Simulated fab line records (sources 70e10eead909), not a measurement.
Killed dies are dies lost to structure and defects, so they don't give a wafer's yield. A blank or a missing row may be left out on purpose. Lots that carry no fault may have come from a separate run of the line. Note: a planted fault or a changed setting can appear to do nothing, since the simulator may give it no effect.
Matching of chambers	flow nandHarc	cmp-02 running NHARC_A_CHANNEL_FILL_D2_CMP_10: 4 sister chambers
The step polishes, target thk 150 nm. 14 wafers are shown with their chamber, then 7 later ones without.

== WAFERS, EACH WITH ITS CHAMBER ==
wafer	chamber	motorCurrentA (A)	timeToEndpointS (s)
L075.1	1	11.6	15.9
L075.5	1	11.4	15.5
L075.6	2	9.8	16.0
L078.1	1	11.2	16.3
L078.2	0	11.6	17.2
L078.6	1	12.4	16.5
L085.1	3	12.9	15.7
L085.4	2	10.0	15.6
L085.6	1	12.1	14.8
L089.3	1	11.2	15.6
L089.4	3	12.5	16.3
L089.6	1	11.9	17.5
L090.2	0	12.3	12.7
L090.3	3	11.8	15.6

SIGNATURES (averages over the wafers above)
reading	chamber 0	chamber 1	chamber 2	chamber 3	scatter within a chamber
motorCurrentA	11.950	11.686	9.900	12.400	0.466
timeToEndpointS	14.950	16.014	15.800	15.867	1.22
Rule: for a wafer and a chamber, the distance is found by dividing, reading by reading, the gap between the wafer's reading and the chamber's mean by the reading's scatter, squaring, summing and taking the root. The wafer belongs to the nearest chamber; if the next one is less than 2 further off, it can't be placed. The scatter is the square root of a quotient: the sum, over the shown wafers, of each reading's squared deviation from its chamber's mean, divided by wafers minus chambers.

== WAFERS MISSING THEIR CHAMBER ==
wafer	motorCurrentA (A)	timeToEndpointS (s)
L090.6	12.3	14.6
L095.1	12.3	13.9
L095.4	12.4	17.2
L095.6	12.3	17.1
L096.1	12.2	16.2
L096.5	10.4	13.3
L096.6	11.4	17.2

== CHAMBER TAKEN BY EACH ==
wafer	from the rows above	in truth
L090.6	can't be placed: 0 or 3 or 1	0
L095.1	can't be placed: 0 or 3 or 1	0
L095.4	can't be placed: 3 or 1 or 0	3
L095.6	can't be placed: 3 or 1 or 0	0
L096.1	can't be placed: 3 or 1 or 0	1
L096.5	can't be placed: 2 or 1 or 0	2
L096.6	can't be placed: 1 or 0 or 3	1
Correct placement for 0 of the 7. Unplaceable from these rows: 7, with the true chamber sitting among the candidates in 7. Wrongly placed: 0.
